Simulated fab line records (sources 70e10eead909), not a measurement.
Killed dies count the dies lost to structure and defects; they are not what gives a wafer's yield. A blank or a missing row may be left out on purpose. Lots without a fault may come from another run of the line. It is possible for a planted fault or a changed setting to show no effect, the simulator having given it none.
fab line records	flow nand-harc
record lots=12	wafers=36	last-day=34
route steps=1302 shown A_CHANNEL_HOLE_D2@594 A_CHANNEL_FILL_D2@615
lots that met no fault: taken from a fault-free run of the same line
start-h: the number of hours between the record's first day and the start of the first shown wafer of the lot	wait-h: hours from the lot's prior step to this one	" same as the row above	L1.1+2: a single row standing in for several wafers	- value missing, or start not given	* or withheld: withheld	< > ~ a bound
route shown NAME@n: names a module that has steps shown in the file, with the first one's number in the route	usual: mean/standard deviation of fault-free wafers	same: alike in all rows	chamber/n: place in a boat	sites: readings site by site	_std_site: their standard deviation	_edge_site: mean of outer sites minus mean of inner sites	radius-mm: for every site, how far away it sits from the centre of the wafer	mask NAME#n: copy n	behind: the last tool/chamber to shape the wafer	hold: what put the lot on hold/how long, in hours/how the hold closed	device: the transistor (n, p or np) that didn't switch	end of line: at the end of the route, the tests of the same wafers	for a step that has no rows: nothing shown but its recipe	killed: count of dies lost to structure and defects at first sort (not the wafer's yield)	map: per-die view of a wafer (x killed, . not killed, _ where there is no die)
set.NAME: setting as actually run; set.NAME@STEP: the setting as run at that earlier step	model.NAME: the simulator's own value behind a step, which no gauge read
the route's steps for a sample of lots (tables are steps, rows are wafers)
services: a tool's chamber out of use, with start hour (start-h, from the record's first day; less than 0 if before it), hours out, and reason
## steps
# step NHARC_A_CHANNEL_HOLE_D2_ETCH_22
# recipe bias-v=3000	source-w=withheld	pressure-mtorr=20	time-s=666.7	ar-flow-sccm=375	c4f8-flow-sccm=89.3	o2-flow-sccm=35.7	temp-c=-20	target-depth-a=16000	chemistry=C4F8/O2/Ar
# usual drypump-motor-current-A=5.99/0.1	showerhead-plenum-p-Torr=3.71/0.1	temp-c=-20.01/0.092	throttle-valve-pct=32.154/0.0087
lot.wafer	tool	chamber	start-h	wait-h	drypump-motor-current-A	rf-hours-counter-h	showerhead-plenum-p-Torr	temp-c	throttle-valve-pct
L109.2	har-etch-01	1	328.40	0.4	5.87	158	3.69	-19.97	32.150
L109.3	"	0	"	"	5.97	-	3.69	-19.95	32.150
L109.5	"	0	"	"	5.95	-	3.69	-20.01	32.146
L110.2	har-etch-02	0	329.64	0.8	6.11	-	3.72	-20.08	32.159
L110.3	"	0	"	"	6.11	-	3.72	-19.79	32.141
L110.5	"	0	"	"	6.12	-	3.72	-19.93	32.166
L112.1	har-etch-01	1	361.96	0.4	5.87	188	3.68	-20.05	32.157
L112.4	"	0	"	"	5.94	-	3.68	-19.88	32.153
L112.6	"	1	"	"	5.84	-	3.68	-20.13	32.154
L113.1	har-etch-02	1	362.90	0.4	6.05	394	3.92	-20.03	32.154
L113.2	"	0	"	"	6.15	402	3.71	-20.03	32.156
L113.5	"	1	"	"	6.06	-	3.92	-20.05	32.160
L119.1	har-etch-01	1	450.67	0.4	5.83	238	3.65	-19.90	32.152
L119.3	"	1	"	"	5.85	-	3.65	-20.00	32.154
L119.6	"	1	"	"	5.82	-	3.65	-20.06	32.154
L122.3	har-etch-02	0	451.66	0.4	6.13	-	3.69	-20.08	32.165
L122.6	"	1	"	"	6.05	-	3.90	-19.86	32.161
L122.5	"	0	"	"	6.14	-	3.69	-19.99	32.172
L123.2	har-etch-02	1	463.18	0.4	6.06	39	3.89	-20.07	32.148
L123.1	"	0	"	"	6.11	39	3.68	-20.03	32.142
L123.5	"	0	"	"	6.14	-	3.68	-20.00	32.154
L124.1	har-etch-02	0	467.35	0.4	6.13	43	3.68	-19.90	32.157
L124.4	"	0	"	"	6.14	-	3.68	-19.98	32.157
L124.3	"	1	"	"	6.06	-	3.89	-20.08	32.146
L125.2	har-etch-01	1	494.93	0.4	5.89	268	3.63	-19.98	32.156
L125.1	"	0	"	"	5.98	268	3.63	-20.03	32.148
L125.6	"	1	"	"	5.88	-	3.63	-20.06	32.160
L127.1	har-etch-02	0	513.01	0.4	6.11	70	3.67	-19.86	32.154
L127.2	"	1	"	"	6.05	70	3.88	-20.08	32.145
L127.5	"	1	"	"	6.04	-	3.88	-20.07	32.153
L128.1	har-etch-01	0	513.35	0.4	5.96	280	3.63	-20.16	32.160
L128.4	"	1	"	"	5.85	-	3.63	-20.02	32.145
L128.6	"	1	"	"	5.86	-	3.63	-20.01	32.149
L129.1	har-etch-01	1	523.93	0.4	5.84	284	3.63	-20.04	32.149
L129.3	"	0	"	"	5.99	-	3.63	-20.13	32.151
L129.5	"	1	"	"	5.88	-	3.63	-20.04	32.150
# step NHARC_A_CHANNEL_HOLE_D2_ETCH_27
# recipe bias-v=400	source-w=2000	pressure-mtorr=25	time-s=90	ar-flow-sccm=375	c4f8-flow-sccm=41.7	o2-flow-sccm=83.3	temp-c=-20	target-depth-a=4000	chemistry=C4F8/O2/Ar
# usual drypump-motor-current-A=5.99/0.1	showerhead-plenum-p-Torr=3.75/0.11	temp-c=-20.03/0.12	throttle-valve-pct=27.619/0.0098
lot.wafer	tool	chamber	start-h	wait-h	drypump-motor-current-A	rf-hours-counter-h	showerhead-plenum-p-Torr	temp-c	throttle-valve-pct
L109.2	har-etch-01	1	331.53	0.2	5.86	161	3.73	-20.04	27.606
L109.3	"	0	"	"	5.98	-	3.73	-20.12	27.631
L109.5	"	0	"	"	5.97	-	3.73	-20.20	27.615
L110.2	har-etch-02	0	335.74	0.3	6.12	-	3.76	-20.06	27.616
L110.3	"	0	"	"	6.12	-	3.76	-20.09	27.601
L110.5	"	0	"	"	6.13	-	3.76	-20.24	27.617
L112.1	har-etch-01	1	364.99	0.2	5.85	191	3.71	-20.05	27.604
L112.4	"	0	"	"	5.97	-	3.71	-19.93	27.618
L112.6	"	1	"	"	5.83	-	3.71	-19.88	27.622
L113.1	har-etch-02	1	366.02	0.2	6.04	397	3.97	-20.01	27.610
L113.2	"	0	"	"	6.15	405	3.75	-20.12	27.620
L113.5	"	1	"	"	6.04	-	3.96	-19.93	27.626
L119.1	har-etch-01	1	453.78	0.2	5.83	241	3.69	-20.10	27.635
L119.3	"	1	"	"	5.88	-	3.69	-20.19	27.614
L119.6	"	1	"	"	5.88	-	3.69	-19.93	27.622
L122.3	har-etch-02	0	454.56	0.2	6.12	-	3.73	-20.14	27.617
L122.6	"	1	"	"	6.06	-	3.94	-20.00	27.623
L122.5	"	0	"	"	6.11	-	3.73	-20.01	27.609
L123.2	har-etch-02	1	466.30	0.2	6.08	42	3.94	-20.16	27.630
L123.1	"	0	"	"	6.12	42	3.72	-19.85	27.628
L123.5	"	0	"	"	6.14	-	3.72	-20.02	27.641
L124.1	har-etch-02	0	470.44	0.2	6.08	46	3.72	-19.88	27.606
L124.4	"	0	"	"	6.08	-	3.72	-19.90	27.620
L124.3	"	1	"	"	6.05	-	3.94	-19.93	27.634
L125.2	har-etch-01	1	498.05	0.2	5.87	271	3.67	-19.99	27.608
L125.1	"	0	"	"	5.99	271	3.67	-20.05	27.626
L125.6	"	1	"	"	5.86	-	3.67	-19.97	27.615
L127.1	har-etch-02	0	516.13	0.2	6.15	73	3.70	-20.10	27.610
L127.2	"	1	"	"	6.05	73	3.92	-20.30	27.632
L127.5	"	1	"	"	6.06	-	3.92	-20.34	27.624
L128.1	har-etch-01	0	516.45	0.2	5.99	283	3.66	-19.94	27.615
L128.4	"	1	"	"	5.88	-	3.66	-20.20	27.624
L128.6	"	1	"	"	5.86	-	3.66	-20.13	27.625
L129.1	har-etch-01	1	526.97	0.2	5.87	287	3.66	-19.97	27.615
L129.3	"	0	"	"	5.97	-	3.66	-19.98	27.613
L129.5	"	1	"	"	5.85	-	3.66	-19.89	27.630
# step NHARC_A_CHANNEL_FILL_D2_ALD_15
# recipe target-thk-a=20	pulse-time-s=60	ald-cycles=19	temp-c=630	pressure-torr=2	material=SiNx
# usual ald-cycles=19/0	precursor-pulse-height-rel=0.999/0.017
lot.wafer	tool	chamber	start-h	wait-h	ald-cycles	precursor-pulse-height-rel
L109.2	ald-sin-batch-02	0	343.65	-	19	1.003
L109.3	"	0	"	"	19	0.995
L109.5	"	0	"	"	19	0.989
L110.2	ald-sin-batch-02	0	347.94	-	19	1.008
L110.3	"	0	"	"	19	0.977
L110.5	"	0	"	"	19	0.993
L112.1	ald-sin-batch-02	0	377.05	-	28	1.005
L112.4	"	0	"	"	28	1.011
L112.6	"	0	"	"	28	1.008
L113.1	ald-sin-batch-02	0	377.05	-	28	0.995
L113.2	"	0	"	"	28	1.012
L113.5	"	0	"	"	28	1.012
L119.1	ald-sin-batch-03	0	465.84	-	19	1.018
L119.3	"	0	"	"	19	0.990
L119.6	"	0	"	"	19	1.010
L122.3	ald-sin-batch-03	0	465.84	-	19	0.993
L122.5	"	0	"	"	19	1.009
L122.6	"	0	"	"	19	1.006
L123.1	ald-sin-batch-02	0	478.37	-	19	1.004
L123.2	"	0	"	"	19	1.020
L123.5	"	0	"	"	19	0.979
L124.1	ald-sin-batch-01	0	482.46	-	19	0.977
L124.3	"	0	"	"	19	0.997
L124.4	"	0	"	"	19	0.986
L125.1	ald-sin-batch-03	0	509.70	-	19	1.000
L125.2	"	0	"	"	19	0.974
L125.6	"	0	"	"	19	1.004
L127.1	ald-sin-batch-02	0	529.36	-	19	1.025
L127.2	"	0	"	"	19	1.008
L127.5	"	0	"	"	19	1.009
L128.1	ald-sin-batch-02	0	529.36	-	19	1.003
L128.4	"	0	"	"	19	1.006
L128.6	"	0	"	"	19	1.019
L129.1	ald-sin-batch-02	0	538.98	-	19	0.946
L129.3	"	0	"	"	19	0.974
L129.5	"	0	"	"	19	0.999
# step NHARC_A_CHANNEL_FILL_D2_ALD_16
# recipe target-thk-a=15	pulse-time-s=10	ald-cycles=15	temp-c=300	material=SiO2
# usual ald-cycles=15/0	heater-power-w=470/39	precursor-pulse-height-rel=1.000/0.022
lot.wafer	tool	chamber	start-h	wait-h	ald-cycles	heater-power-w	precursor-pulse-height-rel
L109.3	ald-hk-02	1	345.75	0.1	15	409	1.024
L109.2	"	2	"	"	15	468	0.984
L109.5	"	3	"	"	15	524	0.955
L110.2	ald-hk-03	0	349.96	0.0	15	472	0.983
L110.3	"	3	"	"	15	444	0.991
L110.5	"	0	"	"	15	470	1.007
L113.1	ald-hk-04	3	379.13	0.0	15	464	0.977
L113.2	"	1	"	"	15	507	1.013
L113.5	"	3	"	"	15	472	0.979
L112.1	ald-hk-02	1	379.18	0.1	15	425	1.028
L112.4	"	3	"	"	15	505	0.979
L112.6	"	0	"	"	15	481	0.975
L119.3	ald-hk-04	1	467.87	0.0	15	488	0.973
L119.1	"	3	"	"	15	479	0.976
L119.6	"	1	"	"	15	485	0.991
L122.3	ald-hk-03	3	467.95	0.1	15	462	0.981
L122.6	"	0	"	"	15	476	0.995
L122.5	"	1	"	"	15	521	1.024
L123.1	ald-hk-02	0	480.49	0.1	15	492	1.016
L123.2	"	1	"	"	15	431	0.989
L123.5	"	3	"	"	15	502	0.996
L124.4	ald-hk-03	0	484.55	0.1	15	468	1.010
L124.1	"	2	"	"	15	417	1.005
L124.3	"	3	"	"	15	478	1.001
L125.2	ald-hk-04	2	511.91	0.2	15	397	1.002
L125.1	"	3	"	"	15	470	0.975
L125.6	"	3	"	"	15	467	1.004
L128.1	ald-hk-03	0	531.44	0.0	15	488	1.001
L128.4	"	1	"	"	15	539	1.018
L128.6	"	0	"	"	15	484	1.003
L127.1	ald-hk-04	3	531.45	0.0	15	473	0.982
L127.2	"	1	"	"	15	490	1.010
L127.5	"	3	"	"	15	491	1.019
L129.1	ald-hk-04	3	541.07	0.1	15	485	0.968
L129.3	"	1	"	"	15	469	1.014
L129.5	"	2	"	"	15	409	0.984
## services
tool	chamber	start-h	hours	kind
ald-hk-02	-	306.72	2.8	repair
har-etch-02	1	312.36	-	consumable-replace:showerhead
har-etch-02	1	312.36	17.0	scheduled-down
har-etch-02	1	312.36	17.0	vent-cycle
ald-hk-02	-	321.66	0.7	repair
ald-hk-02	-	348.86	10.0	pm
har-etch-02	-	377.15	17.0	pm
har-etch-02	0	377.15	17.0	vent-cycle
har-etch-02	1	377.15	17.0	vent-cycle
ald-hk-02	-	380.90	0.6	repair
har-etch-02	0	394.15	-	clean
har-etch-02	0	394.15	-	consumable-replace:focus-ring
har-etch-02	1	394.15	-	clean
har-etch-02	1	394.15	-	consumable-replace:focus-ring
ald-hk-03	-	422.00	0.9	repair
ald-hk-04	-	432.52	10.0	pm
ald-hk-04	0	432.52	10.0	vent-cycle
ald-hk-04	1	432.52	10.0	vent-cycle
ald-hk-04	2	432.52	10.0	vent-cycle
ald-hk-04	3	432.52	10.0	vent-cycle
ald-hk-04	0	442.52	-	clean
ald-hk-04	1	442.52	-	clean
ald-hk-04	2	442.52	-	clean
ald-sin-batch-01	-	507.69	26.0	pm
## key
first-sign step=NHARC_A_CHANNEL_FILL_D2_ALD_15	reading=ald-cycles	direction=up	sigmas=99+	usual=19	struck=28
effect none on later readings
met-at NHARC_A_CHANNEL_FILL_D2_ALD_15
struck-lots L112,L113
tester-left-out L112,L113
not-acting-at NHARC_A_CHANNEL_HOLE_D2_ETCH_22,NHARC_A_CHANNEL_HOLE_D2_ETCH_27,NHARC_A_CHANNEL_FILL_D2_ALD_16
onset-between 347.94 377.05
fault kind=process-parameter-drift	tool=ald-sin-batch-02	chamber=-	onset-h=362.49	steps=NHARC_A_CHANNEL_FILL_D2_ALD_15	channel=ald-cycles	offset=9	shape=step	end-h=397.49	acts-in=these-recipes-only	stated=19
# tester-left-out: of these lots the tester's yield and bins aren't shown, on N5 and GAA mostly nor the transistor test; their killed dies are dies lost to structure and defects alone, not to doping, threshold or leakage, so they don't give the yield
